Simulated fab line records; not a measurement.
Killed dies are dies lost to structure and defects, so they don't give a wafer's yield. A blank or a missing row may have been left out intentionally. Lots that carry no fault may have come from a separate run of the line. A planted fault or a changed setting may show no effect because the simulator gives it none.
Chamber matching || flow nand-harc || 4 sister chambers for NHARC_A_CONTACT_CMP_20 on cmp-01
The step polishes, t overpolish 30 s, target thk 300 nm. 4 wafers are shown with their chamber, then 8 later ones without.

## EACH WAFER AND ITS CHAMBER
{"wafer": "L080.1", "chamber": 3, "motor-current-A (A)": 11.6}
{"wafer": "L086.2", "chamber": 0, "motor-current-A (A)": 12.1}
{"wafer": "L086.6", "chamber": 2, "motor-current-A (A)": 12.4}
{"wafer": "L083.2", "chamber": 1, "motor-current-A (A)": 11.2}

## WAFERS WHOSE CHAMBER IS MISSING
{"wafer": "L083.3", "motor-current-A (A)": 11.8}
{"wafer": "L083.4", "motor-current-A (A)": 12.0}
{"wafer": "L095.1", "motor-current-A (A)": 12.5}
{"wafer": "L095.4", "motor-current-A (A)": 11.9}
{"wafer": "L095.6", "motor-current-A (A)": 12.8}
{"wafer": "L097.2", "motor-current-A (A)": 12.3}
{"wafer": "L097.4", "motor-current-A (A)": 12.0}
{"wafer": "L097.6", "motor-current-A (A)": 11.6}

## WHICH CHAMBER EACH WENT THROUGH
{"wafer": "L083.3", "from the rows above": "can't be placed: 3 or 0", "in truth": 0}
{"wafer": "L083.4", "from the rows above": "can't be placed: 0 or 2 or 3", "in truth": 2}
{"wafer": "L095.1", "from the rows above": "can't be placed: 2 or 0", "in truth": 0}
{"wafer": "L095.4", "from the rows above": "can't be placed: 0 or 3 or 2", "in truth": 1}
{"wafer": "L095.6", "from the rows above": "can't be placed: 2 or 0", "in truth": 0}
{"wafer": "L097.2", "from the rows above": "can't be placed: 2 or 0", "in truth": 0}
{"wafer": "L097.4", "from the rows above": "can't be placed: 0 or 2 or 3", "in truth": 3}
{"wafer": "L097.6", "from the rows above": 3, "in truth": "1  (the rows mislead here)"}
Correct placement for 0 of the 8. Not placeable from these rows: 7 (in 6, the candidates include the true chamber). 1 placed wrongly.
How it was worked out, from the rows above alone: a wafer's distance from a chamber is the root of the sum, over the readings, of the square of ((its reading less the chamber's mean) divided by the reading's scatter). The wafer belongs to the nearest chamber; if the next one is less than 2 further off, it can't be placed. For every chamber, the mean is computed from those of its wafers that are shown. The scatter: root of mean squared gap, hidden wafer to nearest shown wafer, with one shown wafer a chamber.
